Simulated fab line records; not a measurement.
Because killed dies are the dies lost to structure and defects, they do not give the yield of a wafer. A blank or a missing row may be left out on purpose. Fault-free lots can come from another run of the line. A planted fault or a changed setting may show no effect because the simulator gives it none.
Matching of chambers / flow n5-finfet / N5_BEOL_M3_STRIP_66 on rie-diel-03 has 4 sister chambers
The step strips in CF4. 19 wafers are shown with their chamber, then 9 later ones without.

WAFERS, EACH WITH ITS CHAMBER
wafer=L806.1; chamber=0; throttle-valve-pct (%)=13.66; oes-product-au (a.u.)=0.87; showerhead-plenum-p-Torr (Torr)=1.86
wafer=L806.4; chamber=1; throttle-valve-pct (%)=13.88; oes-product-au (a.u.)=0.74; showerhead-plenum-p-Torr (Torr)=1.73
wafer=L806.6; chamber=1; throttle-valve-pct (%)=13.90; oes-product-au (a.u.)=0.73; showerhead-plenum-p-Torr (Torr)=1.73
wafer=L807.3; chamber=0; throttle-valve-pct (%)=13.69; oes-product-au (a.u.)=0.87; showerhead-plenum-p-Torr (Torr)=1.85
wafer=L807.4; chamber=3; throttle-valve-pct (%)=13.50; oes-product-au (a.u.)=0.69; showerhead-plenum-p-Torr (Torr)=1.69
wafer=L807.5; chamber=0; throttle-valve-pct (%)=13.67; oes-product-au (a.u.)=0.87; showerhead-plenum-p-Torr (Torr)=1.85
wafer=L814.1; chamber=3; throttle-valve-pct (%)=13.51; oes-product-au (a.u.)=0.69; showerhead-plenum-p-Torr (Torr)=1.69
wafer=L814.3; chamber=0; throttle-valve-pct (%)=13.71; oes-product-au (a.u.)=0.86; showerhead-plenum-p-Torr (Torr)=1.85
wafer=L814.4; chamber=1; throttle-valve-pct (%)=13.93; oes-product-au (a.u.)=0.72; showerhead-plenum-p-Torr (Torr)=1.73
wafer=L813.1; chamber=3; throttle-valve-pct (%)=13.52; oes-product-au (a.u.)=0.68; showerhead-plenum-p-Torr (Torr)=1.69
wafer=L813.4; chamber=0; throttle-valve-pct (%)=13.73; oes-product-au (a.u.)=0.85; showerhead-plenum-p-Torr (Torr)=1.85
wafer=L813.6; chamber=3; throttle-valve-pct (%)=13.53; oes-product-au (a.u.)=0.68; showerhead-plenum-p-Torr (Torr)=1.69
wafer=L819.3; chamber=1; throttle-valve-pct (%)=13.94; oes-product-au (a.u.)=0.71; showerhead-plenum-p-Torr (Torr)=1.72
wafer=L819.4; chamber=2; throttle-valve-pct (%)=13.12; oes-product-au (a.u.)=0.93; showerhead-plenum-p-Torr (Torr)=1.77
wafer=L819.5; chamber=1; throttle-valve-pct (%)=13.94; oes-product-au (a.u.)=0.71; showerhead-plenum-p-Torr (Torr)=1.72
wafer=L820.4; chamber=2; throttle-valve-pct (%)=13.12; oes-product-au (a.u.)=0.92; showerhead-plenum-p-Torr (Torr)=1.77
wafer=L820.5; chamber=0; throttle-valve-pct (%)=13.75; oes-product-au (a.u.)=0.82; showerhead-plenum-p-Torr (Torr)=1.85
wafer=L823.3; chamber=2; throttle-valve-pct (%)=13.13; oes-product-au (a.u.)=0.91; showerhead-plenum-p-Torr (Torr)=1.77
wafer=L823.4; chamber=3; throttle-valve-pct (%)=12.99; oes-product-au (a.u.)=0.94; showerhead-plenum-p-Torr (Torr)=1.89

SIGNATURES (averages over the wafers above)
reading=throttle-valve-pct; chamber 0=13.7017; chamber 1=13.9180; chamber 2=13.1233; chamber 3=13.4100; scatter within a chamber=0.124
reading=oes-product-au; chamber 0=0.8567; chamber 1=0.7220; chamber 2=0.9200; chamber 3=0.7360; scatter within a chamber=0.0605
reading=showerhead-plenum-p-Torr; chamber 0=1.8517; chamber 1=1.7260; chamber 2=1.7700; chamber 3=1.7300; scatter within a chamber=0.0463
Rule: for each reading, subtract the chamber's mean from the wafer's reading, divide by that reading's scatter and square the result; add these up over the readings and take the root, which gives the wafer's distance from the chamber. If the next closest chamber is less than 2 further off than the closest, the wafer can't be placed; otherwise it belongs to the closest. The scatter: take each reading less its chamber's mean, square it, sum over the shown wafers, divide by the number of wafers less the number of chambers, and take the root.

WAFERS MISSING THEIR CHAMBER
wafer=L826.1; throttle-valve-pct (%)=13.15; oes-product-au (a.u.)=0.90; showerhead-plenum-p-Torr (Torr)=1.77
wafer=L826.4; throttle-valve-pct (%)=13.95; oes-product-au (a.u.)=0.71; showerhead-plenum-p-Torr (Torr)=1.72
wafer=L826.6; throttle-valve-pct (%)=12.99; oes-product-au (a.u.)=0.91; showerhead-plenum-p-Torr (Torr)=1.89
wafer=L827.1; throttle-valve-pct (%)=13.98; oes-product-au (a.u.)=0.71; showerhead-plenum-p-Torr (Torr)=1.72
wafer=L827.4; throttle-valve-pct (%)=13.14; oes-product-au (a.u.)=0.90; showerhead-plenum-p-Torr (Torr)=1.77
wafer=L827.6; throttle-valve-pct (%)=13.15; oes-product-au (a.u.)=0.89; showerhead-plenum-p-Torr (Torr)=1.77
wafer=L828.2; throttle-valve-pct (%)=13.00; oes-product-au (a.u.)=0.89; showerhead-plenum-p-Torr (Torr)=1.89
wafer=L828.5; throttle-valve-pct (%)=13.77; oes-product-au (a.u.)=0.81; showerhead-plenum-p-Torr (Torr)=1.84
wafer=L828.6; throttle-valve-pct (%)=13.00; oes-product-au (a.u.)=0.90; showerhead-plenum-p-Torr (Torr)=1.89

WHICH CHAMBER EACH ONE RAN IN
wafer=L826.1; from the rows above=2; in truth=2
wafer=L826.4; from the rows above=1; in truth=1
wafer=L826.6; from the rows above=2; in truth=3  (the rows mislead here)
wafer=L827.1; from the rows above=1; in truth=1
wafer=L827.4; from the rows above=2; in truth=2
wafer=L827.6; from the rows above=2; in truth=2
wafer=L828.2; from the rows above=2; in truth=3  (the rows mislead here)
wafer=L828.5; from the rows above=0; in truth=0
wafer=L828.6; from the rows above=2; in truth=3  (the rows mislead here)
Correctly placed: 6 of 9. Not placeable from these rows: 0. Placed wrongly: 3.
